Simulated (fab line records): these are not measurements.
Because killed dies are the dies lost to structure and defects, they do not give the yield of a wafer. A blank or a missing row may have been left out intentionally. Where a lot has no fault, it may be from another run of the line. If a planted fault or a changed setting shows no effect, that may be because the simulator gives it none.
Chamber matching || flow n5Finfet || N5_BEOL_M10_DESCUM_33 on rieDiel-06: 4 sister chambers
The step chemistry O2, time 7.9 s. 14 wafers are shown with their chamber, then 7 later ones without.

## WAFERS, EACH WITH ITS CHAMBER
{"wafer": "L080.3", "chamber": 1, "showerheadPlenumPTorr (Torr)": 2.19, "drypumpMotorCurrentA (A)": 6.5, "oesProductAu (a.u.)": 0.81}
{"wafer": "L080.4", "chamber": 1, "showerheadPlenumPTorr (Torr)": 2.19, "drypumpMotorCurrentA (A)": 6.5, "oesProductAu (a.u.)": 0.81}
{"wafer": "L080.5", "chamber": 3, "showerheadPlenumPTorr (Torr)": 2.14, "drypumpMotorCurrentA (A)": 5.0, "oesProductAu (a.u.)": 0.73}
{"wafer": "L083.1", "chamber": 3, "showerheadPlenumPTorr (Torr)": 2.14, "drypumpMotorCurrentA (A)": 5.0, "oesProductAu (a.u.)": 0.73}
{"wafer": "L083.2", "chamber": 0, "showerheadPlenumPTorr (Torr)": 2.16, "drypumpMotorCurrentA (A)": 6.3, "oesProductAu (a.u.)": 0.70}
{"wafer": "L083.3", "chamber": 2, "showerheadPlenumPTorr (Torr)": 2.03, "drypumpMotorCurrentA (A)": 5.9, "oesProductAu (a.u.)": 0.90}
{"wafer": "L083.4", "chamber": 1, "showerheadPlenumPTorr (Torr)": 2.19, "drypumpMotorCurrentA (A)": 6.5, "oesProductAu (a.u.)": 0.81}
{"wafer": "L083.5", "chamber": 1, "showerheadPlenumPTorr (Torr)": 2.19, "drypumpMotorCurrentA (A)": 6.5, "oesProductAu (a.u.)": 0.81}
{"wafer": "L083.6", "chamber": 2, "showerheadPlenumPTorr (Torr)": 2.03, "drypumpMotorCurrentA (A)": 5.9, "oesProductAu (a.u.)": 0.89}
{"wafer": "L088.1", "chamber": 3, "showerheadPlenumPTorr (Torr)": 2.14, "drypumpMotorCurrentA (A)": 5.1, "oesProductAu (a.u.)": 0.73}
{"wafer": "L088.2", "chamber": 2, "showerheadPlenumPTorr (Torr)": 2.03, "drypumpMotorCurrentA (A)": 5.9, "oesProductAu (a.u.)": 0.88}
{"wafer": "L088.5", "chamber": 2, "showerheadPlenumPTorr (Torr)": 2.03, "drypumpMotorCurrentA (A)": 5.9, "oesProductAu (a.u.)": 0.89}
{"wafer": "L091.1", "chamber": 2, "showerheadPlenumPTorr (Torr)": 2.03, "drypumpMotorCurrentA (A)": 5.9, "oesProductAu (a.u.)": 0.87}
{"wafer": "L091.3", "chamber": 3, "showerheadPlenumPTorr (Torr)": 2.13, "drypumpMotorCurrentA (A)": 5.0, "oesProductAu (a.u.)": 0.71}

SIGNATURES, as means of the wafers listed above
{"reading": "showerheadPlenumPTorr", "chamber 0": 2.1600, "chamber 1": 2.1900, "chamber 2": 2.0300, "chamber 3": 2.1375, "scatter within a chamber": 0.00274}
{"reading": "drypumpMotorCurrentA", "chamber 0": 6.300, "chamber 1": 6.500, "chamber 2": 5.900, "chamber 3": 5.025, "scatter within a chamber": 0.0274}
{"reading": "oesProductAu", "chamber 0": 0.7000, "chamber 1": 0.8100, "chamber 2": 0.8860, "chamber 3": 0.7250, "scatter within a chamber": 0.00906}
Rule: for a wafer and a chamber, the distance is found by dividing, reading by reading, the gap between the wafer's reading and the chamber's mean by the reading's scatter, squaring, summing and taking the root. The wafer belongs to the nearest chamber; if the next one is less than 2 further off, it can't be placed. The scatter is the square root of a quotient: the sum, over the shown wafers, of each reading's squared deviation from its chamber's mean, divided by wafers minus chambers.

## WAFERS WITH NO CHAMBER GIVEN
{"wafer": "L091.6", "showerheadPlenumPTorr (Torr)": 2.03, "drypumpMotorCurrentA (A)": 5.9, "oesProductAu (a.u.)": 0.87}
{"wafer": "L094.1", "showerheadPlenumPTorr (Torr)": 2.18, "drypumpMotorCurrentA (A)": 6.5, "oesProductAu (a.u.)": 0.79}
{"wafer": "L094.2", "showerheadPlenumPTorr (Torr)": 2.02, "drypumpMotorCurrentA (A)": 5.9, "oesProductAu (a.u.)": 0.86}
{"wafer": "L094.5", "showerheadPlenumPTorr (Torr)": 2.18, "drypumpMotorCurrentA (A)": 6.5, "oesProductAu (a.u.)": 0.78}
{"wafer": "L093.3", "showerheadPlenumPTorr (Torr)": 2.13, "drypumpMotorCurrentA (A)": 5.0, "oesProductAu (a.u.)": 0.69}
{"wafer": "L093.4", "showerheadPlenumPTorr (Torr)": 2.18, "drypumpMotorCurrentA (A)": 6.5, "oesProductAu (a.u.)": 0.77}
{"wafer": "L093.5", "showerheadPlenumPTorr (Torr)": 2.02, "drypumpMotorCurrentA (A)": 5.9, "oesProductAu (a.u.)": 0.86}

## CHAMBER TAKEN BY EACH
{"wafer": "L091.6", "from the rows above": 2, "in truth": 2}
{"wafer": "L094.1", "from the rows above": 1, "in truth": 1}
{"wafer": "L094.2", "from the rows above": 2, "in truth": 2}
{"wafer": "L094.5", "from the rows above": 1, "in truth": 1}
{"wafer": "L093.3", "from the rows above": 3, "in truth": 3}
{"wafer": "L093.4", "from the rows above": 1, "in truth": 1}
{"wafer": "L093.5", "from the rows above": 2, "in truth": 2}
Correct placement for 7 of the 7. Left unplaced by these rows: 0. Number placed wrongly: 0.
